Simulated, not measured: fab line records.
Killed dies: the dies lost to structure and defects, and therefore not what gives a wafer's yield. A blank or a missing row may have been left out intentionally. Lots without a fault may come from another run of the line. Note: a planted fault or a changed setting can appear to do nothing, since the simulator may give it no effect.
fab line records	flow n5Finfet
record lots=7	wafers=39
route steps=1938 shown BEOL_M0@721 BEOL_M3@972 BEOL_M5@1160 BEOL_M6@1236 BEOL_M9@1440
startH: hours from the record's opening day to when the first of the lot's shown wafers began	waitH: hours from the lot's prior step to this one	" the same as in the row above	L1.1+2: several wafers, shown together as one row	- either no value or no given start	* or withheld: withheld	< > ~ a bound
route shown NAME@n: names a module that has steps shown in the file, with the first one's number in the route	usual: the fault-free wafers' mean and standard deviation	same: alike in all rows	chamber/n: place in a boat	sites: each site's reading	_std_site: standard deviation across them	_edge_site: the outer-site mean with the inner-site mean subtracted	radiusMm: how far each site lies from the wafer's centre	mask NAME#n: copy n	behind: the tool/chamber that last shaped the wafer	hold: reason for holding the lot/hours on hold/outcome of the hold	device: the transistor (n, p or np) that didn't switch	end of line: tests run on the same wafers once the route is complete	a step given without rows: its recipe and nothing more	killed: the dies lost at the first sort to structure and to defects; this is not the yield of the wafer	map: a wafer's dies, x killed, . not, _ none there
set.NAME: setting as actually run; set.NAME@STEP: the setting as run at that earlier step	model.NAME: the simulator's own value behind a step, which no gauge read
lots where settings were altered on purpose, with a table for each step and a row for each wafer
## steps
# step N5_BEOL_M0_TRENCH_ETCH_107
# recipe chemistry=C4F6/O2	targetDepthA=328	target=SiOC	timeS=16.4	ionEnergyEv=250	pressureMtorr=30	sourceW=355	biasW=185	Ar_flow_sccm=300	C4F6_flow_sccm=10	O2_flow_sccm=10
lot.wafer	tool	chamber	startH	waitH	set.targetDepthA	model.BEOL_M0.featureDepthNm	model.TiN_of_BEOL_M0_SAQP_HM_DEP_02.thkNm
L076.3+5	rieDiel-04	1,0	128.97	0.0	328	31.8	9.4
L076.4	"	2	"	"	328	32.8	9.4
L077.1	rieDiel-01	3	131.10	0.0	328	32	9.4
L077.2	"	2	"	"	328	31.2	9.6
L077.3	"	0	"	"	328	32.6	9.4
L077.4	"	1	"	"	196.7	19.4	10
L077.5	"	1	"	"	196.7	19.2	10
L077.6	"	2	"	"	196.7	18.8	10.2
L082.1	rieDiel-04	0	169.97	0.0	328	32.2	9.4
L082.2	"	2	"	"	328	33.4	9
L082.3	"	3	"	"	237.8	23.4	9.6
L082.4	"	3	"	"	328	32	9.4
L082.5	"	2	"	"	237.8	24	9.6
L082.6	"	0	"	"	237.8	23.4	9.8
L083.1	rieDiel-05	3	180.01	0.0	328	32.8	9.6
L083.2	"	1	"	"	328	31	9.8
L083.3	"	0	"	"	380.3	38.4	9.2
L083.4	"	2	"	"	380.3	38.4	9.4
L083.5	"	3	"	"	380.3	38.2	9.4
L083.6	"	2	"	"	328	33.2	9.6
L088.1	rieDiel-01	0	199.65	0.0	328	32.8	9.6
L088.2+5	"	1	"	"	328	32.4	9.6
L088.3	"	2	"	"	328	31.6	9.8
L088.4	"	2	"	"	328	31.6	9.4
L088.6	"	0	"	"	328	33	9.4
L095.1	rieDiel-01	1	247.57	0.0	447	44.2	9.2
L095.2	"	0	"	"	328	33	9.4
L095.3	"	2	"	"	447	43.8	8.8
L095.4	"	3	"	"	328	33.6	9.4
L095.5	"	3	"	"	447	45.8	9
L095.6	"	2	"	"	328	32.4	9.6
L097.1	rieDiel-01	3	254.69	0.0	328	33.4	9.6
L097.2	"	0	"	"	328	33	9.6
L097.3	"	2	"	"	432.8	42.2	9.2
L097.4	"	1	"	"	432.8	42.8	8.8
L097.5	"	2	"	"	432.8	42.4	9
L097.6	"	3	"	"	328	33.2	9.4
# step N5_BEOL_M0_STRIP_142
# recipe chemistry=N2/H2	timeS=10	powerW=450	tempC=40	pressureMtorr=20	rfFrequencyHz=6e+07	biasPowerW=7	n2FlowSccm=200	h2FlowSccm=200
# step N5_BEOL_M0_OCD_MEAS_108
# usual trenchDepthNm=32.4/0.8
lot.wafer	tool	chamber	startH	waitH	set.targetDepthA@BEOL_M0_TRENCH_ETCH_107	trenchDepthNm
L076.3	ocd-02	-	129.08	0.1	328	32.0
L076.4	"	-	"	"	328	32.6
L076.5	"	-	"	"	328	31.9
L077.1	ocd-01	-	131.21	0.1	328	32.2
L077.2	"	-	"	"	328	30.7
L077.3	"	-	"	"	328	32.5
L077.4	"	-	"	"	196.7	19.3
L077.5	"	-	"	"	196.7	19.4
L077.6	"	-	"	"	196.7	18.7
L082.1	ocd-02	-	170.08	0.1	328	32.2
L082.2	"	-	"	"	328	33.0
L082.3	"	-	"	"	237.8	23.3
L082.4	"	-	"	"	328	32.1
L082.5	"	-	"	"	237.8	24.4
L082.6	"	-	"	"	237.8	23.3
L083.1	ocd-01	-	180.11	0.1	328	31.9
L083.2	"	-	"	"	328	30.6
L083.3	"	-	"	"	380.3	38.2
L083.4	"	-	"	"	380.3	38.5
L083.5	"	-	"	"	380.3	38.1
L083.6	"	-	"	"	328	33.1
L088.1	ocd-01	-	199.76	0.1	328	33.2
L088.2	"	-	"	"	328	32.7
L088.3	"	-	"	"	328	31.9
L088.4	"	-	"	"	328	32.3
L088.5	"	-	"	"	328	32.4
L088.6	"	-	"	"	328	33.3
L095.1	ocd-02	-	247.68	0.1	447	44.2
L095.2	"	-	"	"	328	33.0
L095.3	"	-	"	"	447	43.9
L095.4	"	-	"	"	328	33.9
L095.5	"	-	"	"	447	46.0
L095.6	"	-	"	"	328	32.0
L097.1	ocd-01	-	254.80	0.1	328	33.5
L097.2	"	-	"	"	328	32.9
L097.3	"	-	"	"	432.8	42.1
L097.4	"	-	"	"	432.8	42.5
L097.5	"	-	"	"	432.8	42.5
L097.6	"	-	"	"	328	33.5
# step N5_BEOL_M3_ALD_98
# recipe material=SiO2	targetThkA=25	tempC=100	aldPrecursorFamily=BDEAS	aldCoReactant=O2-plasma	pulseTimeS=1	coReactantPulseTimeS=1	purgeTimeS=2	coReactantPurgeTimeS=2	aldCycles=17	pressureTorr=2
lot.wafer	tool	chamber	startH	waitH	set.aldCycles	model.SiO2_of_BEOL_M3_ALD_98.thkNm
L077.1+3+4	aldSin-02	3,0,3	159.46	0.1	23	3.4
L077.2+6	"	2	"	"	17	2.6
L077.5	"	0	"	"	17	2.4
L076.3	aldSin-01	0	160.34	0.6	17	2.4
L076.4+5	"	2	"	"	17	2.6
L082.1+2+3+4+5+6	aldSin-04	1,0,2,3,1,2	196.14	0.1	17	2.6
L083.1+4+5	aldSin-01	2,0,1	206.42	0.1	26	3.8
L083.2+3+6	"	3,1,0	"	"	17	2.4
L088.1+3	aldSin-01	0,2	229.95	0.1	17	2.4
L088.2+4+6	"	3,1,0	"	"	8	1.2
L088.5	"	1	"	"	17	2.6
L095.1+3+6	aldSin-01	1,0,0	277.99	0.1	27	4
L095.2	"	3	"	"	17	2.6
L095.4+5	"	2,3	"	"	17	2.4
L097.1+6	aldSin-04	2,0	283.92	0.2	17	2.6
L097.2+3+4	"	0,3,3	"	"	20	3
L097.5	"	2	"	"	17	2.4
# step N5_BEOL_M5_TRENCH_ETCH_37
# recipe chemistry=C4F6/O2	targetDepthA=716.52	target=SiCOH_lowk	timeS=24.7	ionEnergyEv=250	pressureMtorr=30	sourceW=345	biasW=185	Ar_flow_sccm=300	C4F6_flow_sccm=10	O2_flow_sccm=10
lot.wafer	tool	chamber	startH	waitH	set.targetDepthA	model.BEOL_M5.featureDepthNm	model.etch.depthNm	model.TiN_of_BEOL_M5_HM_DEP_02.thkNm
L077.1	rieDiel-06	2	-	-	716.52	73.2	73.25	17.8
L077.2	"	0	"	"	716.52	71	70.94	17.2
L077.3	"	1	"	"	1123	109.8	109.9	16.4
L077.4	"	3	"	"	716.52	68	67.97	17.4
L077.5	"	2	"	"	1123	115.6	115.7	16
L077.6	"	1	"	"	1123	109.8	109.9	16
L076.3	rieDiel-03	3	-	-	716.52	70.4	70.31	17.8
L076.4	"	0	"	"	716.52	73.6	73.67	18
L076.5	"	2	"	"	716.52	73.6	73.61	17.4
L082.1	rieDiel-03	2	-	-	963	97.6	97.7	16.8
L082.2	"	0	"	"	963	96.8	96.86	16.8
L082.3	"	3	"	"	963	93.4	93.35	17.2
L082.4	"	1	"	"	716.52	70.4	70.31	17.6
L082.5	"	3	"	"	716.52	69.4	69.5	17.6
L082.6	"	0	"	"	716.52	73	73.03	17.8
L083.1	rieDiel-02	2	-	-	290.9	28.4	28.4	19.4
L083.2	"	0	"	"	290.9	29.2	29.13	19
L083.3	"	3	"	"	716.52	73.6	73.59	17.4
L083.4	"	1	"	"	716.52	72.8	72.89	17.8
L083.5	"	2	"	"	290.9	28.8	28.81	18.8
L083.6	"	1	"	"	716.52	72.6	72.55	17.8
L088.1	rieDiel-06	1	-	-	351.8	34.8	34.71	18.8
L088.2	"	2	"	"	716.52	73.6	73.66	17.4
L088.3	"	0	"	"	716.52	71.6	71.6	17.6
L088.4	"	3	"	"	351.8	33.6	33.56	18.4
L088.5	"	3	"	"	351.8	33.8	33.88	18.2
L088.6	"	2	"	"	716.52	74.2	74.18	17
L095.1	rieDiel-06	0	-	-	716.52	70.6	70.67	18
L095.2	"	2	"	"	716.52	72.6	72.54	18.2
L095.3	"	1	"	"	716.52	70.4	70.43	17.8
L095.4	"	1	"	"	716.52	70.2	70.11	17.6
L095.5	"	2	"	"	716.52	72.8	72.85	17.8
L095.6	"	0	"	"	716.52	70.6	70.61	17.8
L097.1	rieDiel-02	3	-	-	869.7	89.2	89.21	17.4
L097.2	"	0	"	"	869.7	86	86.03	17.6
L097.3	"	2	"	"	869.7	85.4	85.42	18.2
L097.4	"	1	"	"	716.52	72.4	72.46	18.2
L097.5	"	0	"	"	716.52	71.4	71.32	18
L097.6	"	1	"	"	716.52	72.6	72.66	17.8
# step N5_BEOL_M5_ETCH_41
# recipe chemistry=CH3F/O2	target=SiCN	targetDepthA=315	taperDeg=2	timeS=56.7	ionEnergyEv=120	maskMaterial=TiN	pressureMtorr=30	sourceW=395	biasW=75	Ar_flow_sccm=150	CH3F_flow_sccm=30	O2_flow_sccm=20
# step N5_BEOL_M5_STRIP_91
# recipe chemistry=N2/H2	timeS=10	powerW=450	tempC=40	pressureMtorr=20	rfFrequencyHz=6e+07	biasPowerW=7	n2FlowSccm=200	h2FlowSccm=200
# step N5_BEOL_M5_OCD_MEAS_38
# usual trenchDepthNm=71.6/1.6
lot.wafer	tool	chamber	startH	waitH	set.targetDepthA@BEOL_M5_TRENCH_ETCH_37	trenchDepthNm
L077.1	ocd-02	-	182.12	-	716.52	74.0
L077.2	"	-	"	"	716.52	70.9
L077.3	"	-	"	"	1123	110.2
L077.4	"	-	"	"	716.52	67.6
L077.5	"	-	"	"	1123	115.6
L077.6	"	-	"	"	1123	109.9
L076.3	ocd-02	-	182.30	-	716.52	69.9
L076.4	"	-	"	"	716.52	73.7
L076.5	"	-	"	"	716.52	74.0
L082.1	ocd-01	-	216.46	-	963	97.6
L082.2	"	-	"	"	963	96.7
L082.3	"	-	"	"	963	93.4
L082.4	"	-	"	"	716.52	70.6
L082.5	"	-	"	"	716.52	69.6
L082.6	"	-	"	"	716.52	72.9
L083.1	ocd-01	-	222.72	-	290.9	28.1
L083.2	"	-	"	"	290.9	29.3
L083.3	"	-	"	"	716.52	73.6
L083.4	"	-	"	"	716.52	72.7
L083.5	"	-	"	"	290.9	28.5
L083.6	"	-	"	"	716.52	72.4
L088.1	ocd-02	-	260.77	-	351.8	35.1
L088.2	"	-	"	"	716.52	74.1
L088.3	"	-	"	"	716.52	71.3
L088.4	"	-	"	"	351.8	33.5
L088.5	"	-	"	"	351.8	33.9
L088.6	"	-	"	"	716.52	74.5
L095.1	ocd-02	-	306.97	-	716.52	70.7
L095.2	"	-	"	"	716.52	72.3
L095.3	"	-	"	"	716.52	70.3
L095.4	"	-	"	"	716.52	70.4
L095.5	"	-	"	"	716.52	72.8
L095.6	"	-	"	"	716.52	70.8
L097.1	ocd-02	-	310.25	-	869.7	88.8
L097.2	"	-	"	"	869.7	86.0
L097.3	"	-	"	"	869.7	85.4
L097.4	"	-	"	"	716.52	72.4
L097.5	"	-	"	"	716.52	71.9
L097.6	"	-	"	"	716.52	72.0
# step N5_BEOL_M5_HM_STRIP_39
# recipe chemistry=peroxideTinStrip	material=TiN	targetDepthA=250	tempC=50	timeS=158
# step N5_BEOL_M5_SRD_40
# recipe timeS=30	tempC=23	rinseLiquid=diw	dry=ipaMarangoni
# step N5_BEOL_M5_ECD_50
# recipe material=Cu	targetThkA=3000
# step N5_BEOL_M5_ANNEAL_51
# recipe tempC=225	timeS=90	ambient=N2
# step N5_BEOL_M5_CMP_52
# recipe stopOn=SiCOH_lowk	tOverpolishS=6.9	downForcePsi=1	platenRpm=50	clearingPlatenDownForcePsi=1.5	clearingPlatenRpm=50	postCmpClean=cuAlkaline	targetThkNm=62	clearingPlatenPadVelocityMS=0.99484	padVelocityMS=0.99484
lot.wafer	tool	chamber	startH	waitH	set.targetDepthA@BEOL_M5_TRENCH_ETCH_37	model.Cu_of_BEOL_M5_ECD_50.thkNm
L077.4	cmp-04	0	188.25	0.1	716.52	58.6
L077.2	"	1	"	"	716.52	64.2
L077.1	"	2	"	"	716.52	62.4
L077.3	"	3	"	"	1123	100.4
L077.5	"	0	"	"	1123	107
L077.6	"	1	"	"	1123	103.8
L076.4	cmp-03	3	190.07	0.2	716.52	63.6
L076.3	"	0	"	"	716.52	61.8
L076.5	"	1	"	"	716.52	64.2
L082.3	cmp-02	1	222.66	0.2	963	84.8
L082.1	"	2	"	"	963	86.2
L082.4	"	3	"	"	716.52	58.6
L082.2	"	0	"	"	963	85
L082.5	"	1	"	"	716.52	61.8
L082.6	"	2	"	"	716.52	63.4
L083.3+4	cmp-03	1,2	230.26	0.2	716.52	61.8
L083.2	"	3	"	"	290.9	17.8
L083.1	"	0	"	"	290.9	18.4
L083.5	"	1	"	"	290.9	18.6
L083.6	"	2	"	"	716.52	60.8
L088.1+5	cmp-04	1	267.72	0.3	351.8	28
L088.3	"	2	"	"	716.52	61.4
L088.4	"	3	"	"	351.8	25.4
L088.2	"	0	"	"	716.52	65
L088.6	"	2	"	"	716.52	64.6
L095.4	cmp-02	3	313.84	0.1	716.52	59.8
L095.3	"	0	"	"	716.52	61
L095.2	"	1	"	"	716.52	65.4
L095.1	"	2	"	"	716.52	60.2
L095.6	"	3	"	"	716.52	62
L095.5	"	0	"	"	716.52	63
L097.1	cmp-04	1	317.40	0.3	869.7	81.6
L097.2	"	2	"	"	869.7	74.8
L097.3	"	3	"	"	869.7	75
L097.4	"	0	"	"	716.52	63.4
L097.6	"	1	"	"	716.52	64.6
L097.5	"	2	"	"	716.52	60.2
# step N5_BEOL_M5_THK_MEAS_53
# recipe thkMeasGauge=xrf	reads=Cu_of_BEOL_M5_ECD_50
# usual M5_THK=62.7/2.2
lot.wafer	tool	chamber	startH	waitH	set.targetDepthA@BEOL_M5_TRENCH_ETCH_37	M5_THK[nm]
L077.1	filmMetro-01	-	188.54	-	716.52	62.9
L077.2	"	-	"	"	716.52	64.8
L077.3	"	-	"	"	1123	101.3
L077.4	"	-	"	"	716.52	59.4
L077.5	"	-	"	"	1123	108.4
L077.6	"	-	"	"	1123	105.1
L076.3	filmMetro-01	-	190.29	-	716.52	62.7
L076.4	"	-	"	"	716.52	64.3
L076.5	"	-	"	"	716.52	65.1
L082.1	filmMetro-01	-	222.95	-	963	86.9
L082.2	"	-	"	"	963	86.0
L082.3	"	-	"	"	963	85.5
L082.4	"	-	"	"	716.52	59.1
L082.5	"	-	"	"	716.52	62.3
L082.6	"	-	"	"	716.52	64.3
L083.1	filmMetro-01	-	230.56	-	290.9	18.5
L083.2	"	-	"	"	290.9	17.9
L083.3	"	-	"	"	716.52	62.1
L083.4	"	-	"	"	716.52	62.2
L083.5	"	-	"	"	290.9	18.7
L083.6	"	-	"	"	716.52	61.5
L088.1	filmMetro-01	-	268.01	-	351.8	28.3
L088.2	"	-	"	"	716.52	66.1
L088.3	"	-	"	"	716.52	62.2
L088.4	"	-	"	"	351.8	25.8
L088.5	"	-	"	"	351.8	28.4
L088.6	"	-	"	"	716.52	65.4
L095.1	filmMetro-01	-	314.13	-	716.52	60.5
L095.2	"	-	"	"	716.52	66.1
L095.3	"	-	"	"	716.52	61.7
L095.4	"	-	"	"	716.52	60.2
L095.5	"	-	"	"	716.52	63.8
L095.6	"	-	"	"	716.52	62.6
L097.1	filmMetro-01	-	317.69	-	869.7	82.5
L097.2	"	-	"	"	869.7	75.3
L097.3	"	-	"	"	869.7	75.8
L097.4	"	-	"	"	716.52	64.3
L097.5	"	-	"	"	716.52	61.0
L097.6	"	-	"	"	716.52	65.1
# step N5_BEOL_M5_PRE_CLEAN_77
# recipe gas=NH3/H2	timeS=15	tempC=*	rfPowerW=300
# step N5_BEOL_M5_CO_CAP_78
# recipe material=Co	targetThkA=20	tempC=200	precursor=CCTBA/H2	pressureTorr=30	timeS=102.1
# step N5_BEOL_M5_PRE_CLEAN_55
# recipe gas=NH3	timeS=15	tempC=withheld	rfPowerW=300
# step N5_BEOL_M5_DEP_56
# recipe material=SiCN	targetThkA=80	tempC=withheld	precursor=3MS/NH3	pressureTorr=3	rfW=202	timeS=14
# step N5_BEOL_M5_RS_MEAS_57
# recipe thkMeasGauge=four-point-probe	reads=Co_of_BEOL_M5_CO_CAP_78+Cu_of_BEOL_M5_ECD_50+Co_of_BEOL_M5_CVD_47+TaN_of_BEOL_M5_ALD_86
# usual M5_RS=0.386/0.016
lot.wafer	tool	chamber	startH	waitH	set.targetDepthA@BEOL_M5_TRENCH_ETCH_37	M5_RS[ohm/sq]
L077.1	filmMetro-01	-	188.80	0.0	716.52	0.383
L077.2	"	-	"	"	716.52	0.371
L077.3	"	-	"	"	1123	0.219
L077.4	"	-	"	"	716.52	0.413
L077.5	"	-	"	"	1123	0.204
L077.6	"	-	"	"	1123	0.211
L076.3	filmMetro-01	-	190.55	0.1	716.52	0.387
L076.4	"	-	"	"	716.52	0.374
L076.5	"	-	"	"	716.52	0.370
L082.1	filmMetro-01	-	223.21	0.0	963	0.261
L082.2	"	-	"	"	963	0.265
L082.3	"	-	"	"	963	0.266
L082.4	"	-	"	"	716.52	0.413
L082.5	"	-	"	"	716.52	0.388
L082.6	"	-	"	"	716.52	0.377
L083.1	filmMetro-01	-	230.82	0.0	290.9	1.919
L083.2	"	-	"	"	290.9	1.992
L083.3	"	-	"	"	716.52	0.387
L083.4	"	-	"	"	716.52	0.387
L083.5	"	-	"	"	290.9	1.877
L083.6	"	-	"	"	716.52	0.396
L088.1	filmMetro-01	-	268.27	0.0	351.8	1.070
L088.2	"	-	"	"	716.52	0.364
L088.3	"	-	"	"	716.52	0.392
L088.4	"	-	"	"	351.8	1.214
L088.5	"	-	"	"	351.8	1.062
L088.6	"	-	"	"	716.52	0.368
L095.1	filmMetro-01	-	314.39	0.0	716.52	0.401
L095.2	"	-	"	"	716.52	0.362
L095.3	"	-	"	"	716.52	0.393
L095.4	"	-	"	"	716.52	0.404
L095.5	"	-	"	"	716.52	0.379
L095.6	"	-	"	"	716.52	0.387
L097.1	filmMetro-01	-	317.95	0.0	869.7	0.278
L097.2	"	-	"	"	869.7	0.309
L097.3	"	-	"	"	869.7	0.307
L097.4	"	-	"	"	716.52	0.377
L097.5	"	-	"	"	716.52	0.402
L097.6	"	-	"	"	716.52	0.368
# step N5_BEOL_M6_VIA_ETCH_34
# recipe chemistry=C4F6/O2	target=SiCOH_lowk	targetDepthA=1263	maskMaterial=SOC	taperDeg=4	timeS=50.9	ionEnergyEv=250	pressureMtorr=30	sourceW=345	biasW=185	Ar_flow_sccm=300	C4F6_flow_sccm=10	O2_flow_sccm=10
lot.wafer	tool	chamber	startH	waitH	set.targetDepthA	model.etch.depthNm	model.SOC_of_BEOL_M6_COAT_63.thkNm
L077.1	rieDiel-01	1	192.46	0.0	1263	126.3	53.6
L077.2	"	3	"	"	1916	188.4	50.6
L077.3	"	2	"	"	1916	186.1	50.4
L077.4	"	0	"	"	1263	127.1	53.4
L077.5	"	2	"	"	1916	186.3	50.6
L077.6	"	1	"	"	1263	125.3	53.8
L076.3	rieDiel-01	0	197.42	0.0	1263	127.5	54
L076.4	"	0	"	"	1263	126.3	54
L076.5	"	1	"	"	1263	125.8	54
L082.1	rieDiel-01	2	229.98	0.0	1263	124.6	53.8
L082.2	"	3	"	"	1017	104.7	54.6
L082.3	"	0	"	"	1263	127.8	53.4
L082.4	"	1	"	"	1263	126.1	53.6
L082.5	"	0	"	"	1017	102.8	55
L082.6	"	1	"	"	1017	100.1	55
L083.1	rieDiel-05	0	234.59	0.0	1056	105.4	55.2
L083.2	"	3	"	"	1056	106.2	55
L083.3	"	2	"	"	1056	107.4	55
L083.4	"	1	"	"	1263	119	54.4
L083.5	"	0	"	"	1263	126.3	54.2
L083.6	"	3	"	"	1263	127.2	54
L088.1	rieDiel-04	1	272.35	0.0	1983	195.8	50.2
L088.2	"	0	"	"	1983	199.5	50.2
L088.3	"	2	"	"	1263	125.1	53.4
L088.4	"	3	"	"	1263	122.3	53.8
L088.5	"	3	"	"	1263	122.5	53.8
L088.6	"	0	"	"	1983	198.3	50.4
L095.1	rieDiel-04	0	321.00	0.0	1263	126.7	54.2
L095.2	"	3	"	"	1786	178.9	51.4
L095.3	"	1	"	"	1786	175	51.4
L095.4	"	1	"	"	1263	123.9	54
L095.5	"	3	"	"	1263	127.8	53.8
L095.6	"	0	"	"	1786	177.5	51.8
L097.1	rieDiel-05	0	323.70	0.0	1263	126.9	54
L097.2	"	3	"	"	1263	127.1	53.8
L097.3	"	2	"	"	1263	127.2	54
L097.4	"	0	"	"	1263	127.2	54.2
L097.5	"	3	"	"	1263	128.1	53.8
L097.6	"	2	"	"	1263	127.7	53.6
# step N5_BEOL_M9_ETCH_66
# recipe chemistry=N2/H2	target=SOC	targetDepthA=800	overetchA=160	maskMaterial=SiARC	tempC=40	timeS=120	ionEnergyEv=200	pressureMtorr=30	sourceW=840	biasW=150	n2FlowSccm=200	h2FlowSccm=200
lot.wafer	tool	chamber	startH	waitH	set.timeS	model.SiARC_of_BEOL_M9_COAT_64.thkNm
L077.1	rieDiel-02	1	213.32	0.0	120	6
L077.2	"	2	"	"	120	6.6
L077.3+4+5	"	0,3,2	"	"	77.92	8.4
L077.6	"	3	"	"	120	6.4
L076.3	rieDiel-03	2	221.97	0.0	120	6.6
L076.4+5	"	0	"	"	120	6.2
L082.1	rieDiel-02	1	255.69	0.0	159.9	4.2
L082.2	"	3	"	"	159.9	4.6
L082.3	"	0	"	"	120	6.4
L082.4+5	"	2	"	"	120	6.6
L082.6	"	1	"	"	159.9	4
L083.1+6	rieDiel-06	0	260.01	0.0	90.52	7.6
L083.2	"	2	"	"	90.52	7.4
L083.3+5	"	1	"	"	120	6.2
L083.4	"	3	"	"	120	6.8
L088.1+6	rieDiel-06	1	296.00	0.0	143.1	5.4
L088.2	"	2	"	"	120	6.2
L088.3	"	3	"	"	120	7
L088.4	"	0	"	"	120	6.4
L088.5	"	0	"	"	143.1	5.2
L095.1	rieDiel-03	3	343.36	0.0	120	7
L095.2+5	"	2	"	"	120	6.6
L095.3	"	0	"	"	120	6.4
L095.4	"	0	"	"	120	6.2
L095.6	"	3	"	"	120	6.8
L097.1	rieDiel-06	3	345.36	0.0	181	3.8
L097.2+6	"	0,3	"	"	120	6.4
L097.3	"	1	"	"	181	3.6
L097.4	"	2	"	"	181	3.2
L097.5	"	2	"	"	120	6
## key
split step=N5_BEOL_M0_TRENCH_ETCH_107	setting=targetDepthA	stated=328	by=wafer
response step=N5_BEOL_M0_TRENCH_ETCH_107	reading=model.BEOL_M0.featureDepthNm	change=+0.317	per=1%	r=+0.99
response step=N5_BEOL_M0_TRENCH_ETCH_107	reading=model.TiN_of_BEOL_M0_SAQP_HM_DEP_02.thkNm	change=-0.015	per=1%	r=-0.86
response step=N5_BEOL_M0_OCD_MEAS_108	reading=trenchDepthNm	change=+0.316	per=1%	r=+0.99
split step=N5_BEOL_M3_ALD_98	setting=aldCycles	stated=17	by=wafer
response step=N5_BEOL_M3_ALD_98	reading=model.SiO2_of_BEOL_M3_ALD_98.thkNm	change=+0.0254	per=1%	r=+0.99
split step=N5_BEOL_M5_TRENCH_ETCH_37	setting=targetDepthA	stated=716.52	by=wafer
response step=N5_BEOL_M5_TRENCH_ETCH_37	reading=model.BEOL_M5.featureDepthNm	change=+0.739	per=1%	r=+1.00
response step=N5_BEOL_M5_TRENCH_ETCH_37	reading=model.etch.depthNm	change=+0.74	per=1%	r=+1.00
response step=N5_BEOL_M5_TRENCH_ETCH_37	reading=model.TiN_of_BEOL_M5_HM_DEP_02.thkNm	change=-0.0225	per=1%	r=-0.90
response step=N5_BEOL_M5_OCD_MEAS_38	reading=trenchDepthNm	change=+0.739	per=1%	r=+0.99
response step=N5_BEOL_M5_CMP_52	reading=model.Cu_of_BEOL_M5_ECD_50.thkNm	change=+0.724	per=1%	r=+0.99
response step=N5_BEOL_M5_THK_MEAS_53	reading=M5_THK	change=+0.732	per=1%	r=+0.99
response step=N5_BEOL_M5_RS_MEAS_57	reading=M5_RS	shape=bent	atLowest=1.929	atStated=0.385	atHighest=0.211
split step=N5_BEOL_M6_VIA_ETCH_34	setting=targetDepthA	stated=1263	by=wafer
response step=N5_BEOL_M6_VIA_ETCH_34	reading=model.etch.depthNm	change=+1.24	per=1%	r=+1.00
response step=N5_BEOL_M6_VIA_ETCH_34	reading=model.SOC_of_BEOL_M6_COAT_63.thkNm	change=-0.0595	per=1%	r=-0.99
split step=N5_BEOL_M9_ETCH_66	setting=timeS	stated=120	by=wafer
response step=N5_BEOL_M9_ETCH_66	reading=model.SiARC_of_BEOL_M9_COAT_64.thkNm	change=-0.0573	per=1%	r=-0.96
